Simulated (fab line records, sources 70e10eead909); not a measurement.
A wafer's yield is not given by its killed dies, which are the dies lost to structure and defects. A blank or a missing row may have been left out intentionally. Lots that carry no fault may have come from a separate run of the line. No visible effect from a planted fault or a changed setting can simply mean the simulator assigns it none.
Problem report in the 8D (eight disciplines) form, filled by code / flow nand harc / the parts of the form that need people (team, actions taken, sign-off) are left out

1. WHAT IS WRONG
Mean of killed at other at NHARC_END_SORT_01: 74.5 across 4 wafers in 2 lots; on wafers with no fault it is 1.0 (standard deviation 1.2). Relative to the usual mean, that is a shift of +61 standard deviations.
First seen on wafer L582.1, day 28 14:43, on prober-02. The record has a number at this step for 6 wafers belonging to 2 lots. Rule for "out", or "out of limits": more than 4 standard deviations from the usual mean. The rest of the wafers with a number are treated as sound.

2. WHAT IT IS AND WHAT IT IS NOT
question=which readings at this step | is=killed at other | is not=killed at array, killed at periphery, killed open, killed short
question=which lots | is=L582, L583 | is not=-
question=which wafers of those lots | is=L582.1, L582.3, L583.4, L583.6 | is not=L582.5, L583.3
question=read on which gauges | is=prober-01, prober-02 | is not=-
question=when | is=from day 28 14:43 | is not=up to then (0 sound wafers); but 2 sound wafers of L582, L583 came after

3. WHAT RULES OUT EACH SUSPECT
Counting: if a tool at a process step up to the reading ran every lot that is out, it stays a suspect. Sound lots after the first of them don't rule it out here, since some wafers of a struck lot are sound.
- the gauge at NHARC_END_SORT_01: ruled out. The wafers that are out were read on 2 gauges (prober-01, prober-02).
- plasma asher-01 at NHARC_THIN_TSV_STRIP_45 (strips in O2): kept. It ran every lot that is out, first L583 (day 28 00:44).
- At NHARC_THIN_TSV_STRIP_45 on plasma asher-01, chamber 1 took the sound wafers of the same lots and chamber 0 took the wafers that are out.
Remaining after the count: plasma asher-01 at NHARC_THIN_TSV_STRIP_45.

4. THE CAUSE (what the simulator had put in)
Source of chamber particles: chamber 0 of plasma asher-01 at NHARC_THIN_TSV_STRIP_45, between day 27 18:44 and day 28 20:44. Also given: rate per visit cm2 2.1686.
Only this tool survived the counting.

5. SEQUENCE OF EFFECTS, ordered by route
One row per reading whose mean, taken over the struck wafers that have a number, lies over 3 standard deviations from the usual. Only readings whose record carries a usual standard deviation are examined. hours: median over the lots of the time between each lot's start at the first step of this table that gives one and its start at this step. sigmas: the change, counted in usual standard deviations.
hours=0; step=NHARC_END_SORT_01; reading=killed at other; usual=1.0; on struck wafers=74.5; change=+73.5; sigmas=+61

6. WHAT WOULD HAVE CAUGHT IT SOONER
The first out-of-limits reading at a measuring or inspecting step in this record came at day 28 14:43, 20 hours after the fault's start at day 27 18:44.
Tool readings at NHARC_THIN_TSV_STRIP_45 with a usual standard deviation given in the record: none out on any struck wafer, hence no alarm at a limit of 4 standard deviations on them.
All the lots that are out (2) had begun NHARC_THIN_TSV_STRIP_45 on plasma asher-01 by day 28 14:43. Had the tool been put on hold then, not one of them would have been saved.
